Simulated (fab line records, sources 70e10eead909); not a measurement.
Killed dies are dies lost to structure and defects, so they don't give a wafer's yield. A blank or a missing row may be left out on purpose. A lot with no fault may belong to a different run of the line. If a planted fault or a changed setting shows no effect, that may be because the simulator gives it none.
Chamber matching || flow nand_harc || ald_metal-03 running NHARC_A_BLC_ALD_23: 4 sister chambers
The step deposits TiN, target thk 3 nm, pulse time 1 s, ald cycles 150. 8 wafers are shown with their chamber, then 7 later ones without.

== WAFERS PAIRED WITH THEIR CHAMBERS ==
{"wafer": "L083.5", "chamber": 3, "heater_power_w (W)": 1082, "precursor_pulse_height_rel": 1.019}
{"wafer": "L084.3", "chamber": 1, "heater_power_w (W)": 1154, "precursor_pulse_height_rel": 1.020}
{"wafer": "L084.5", "chamber": 1, "heater_power_w (W)": 1166, "precursor_pulse_height_rel": 1.013}
{"wafer": "L087.1", "chamber": 0, "heater_power_w (W)": 913, "precursor_pulse_height_rel": 0.998}
{"wafer": "L087.2", "chamber": 2, "heater_power_w (W)": 1094, "precursor_pulse_height_rel": 0.987}
{"wafer": "L087.5", "chamber": 2, "heater_power_w (W)": 1122, "precursor_pulse_height_rel": 0.975}
{"wafer": "L094.1", "chamber": 3, "heater_power_w (W)": 1093, "precursor_pulse_height_rel": 1.038}
{"wafer": "L094.4", "chamber": 0, "heater_power_w (W)": 945, "precursor_pulse_height_rel": 1.007}

== WAFERS MISSING THEIR CHAMBER ==
{"wafer": "L094.5", "heater_power_w (W)": 912, "precursor_pulse_height_rel": 1.022}
{"wafer": "L096.2", "heater_power_w (W)": 1064, "precursor_pulse_height_rel": 0.971}
{"wafer": "L096.4", "heater_power_w (W)": 1135, "precursor_pulse_height_rel": 1.026}
{"wafer": "L096.6", "heater_power_w (W)": 1198, "precursor_pulse_height_rel": 0.995}
{"wafer": "L097.1", "heater_power_w (W)": 933, "precursor_pulse_height_rel": 0.997}
{"wafer": "L097.3", "heater_power_w (W)": 1118, "precursor_pulse_height_rel": 0.978}
{"wafer": "L097.5", "heater_power_w (W)": 1155, "precursor_pulse_height_rel": 1.008}

== CHAMBER TAKEN BY EACH ==
{"wafer": "L094.5", "from the rows above": 0, "in truth": 0}
{"wafer": "L096.2", "from the rows above": 2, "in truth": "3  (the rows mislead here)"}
{"wafer": "L096.4", "from the rows above": "can't be placed: 1 or 3", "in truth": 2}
{"wafer": "L096.6", "from the rows above": 1, "in truth": 1}
{"wafer": "L097.1", "from the rows above": 0, "in truth": 0}
{"wafer": "L097.3", "from the rows above": 2, "in truth": 2}
{"wafer": "L097.5", "from the rows above": 1, "in truth": 1}
Correctly placed: 5 of 7. Not placeable from these rows: 1 (in 0, the candidates include the true chamber). Placed wrongly: 1.
How it was worked out, from the rows above alone: a wafer's distance from a chamber is the root of the sum, over the readings, of the square of ((its reading less the chamber's mean) divided by the reading's scatter). If the next closest chamber is less than 2 further off than the closest, the wafer can't be placed; otherwise it belongs to the closest. Each chamber's mean is taken over the wafers shown for it. The scatter: the root of (the sum of the squares of (reading less its chamber's mean) over the shown wafers, divided by (wafers less chambers)).
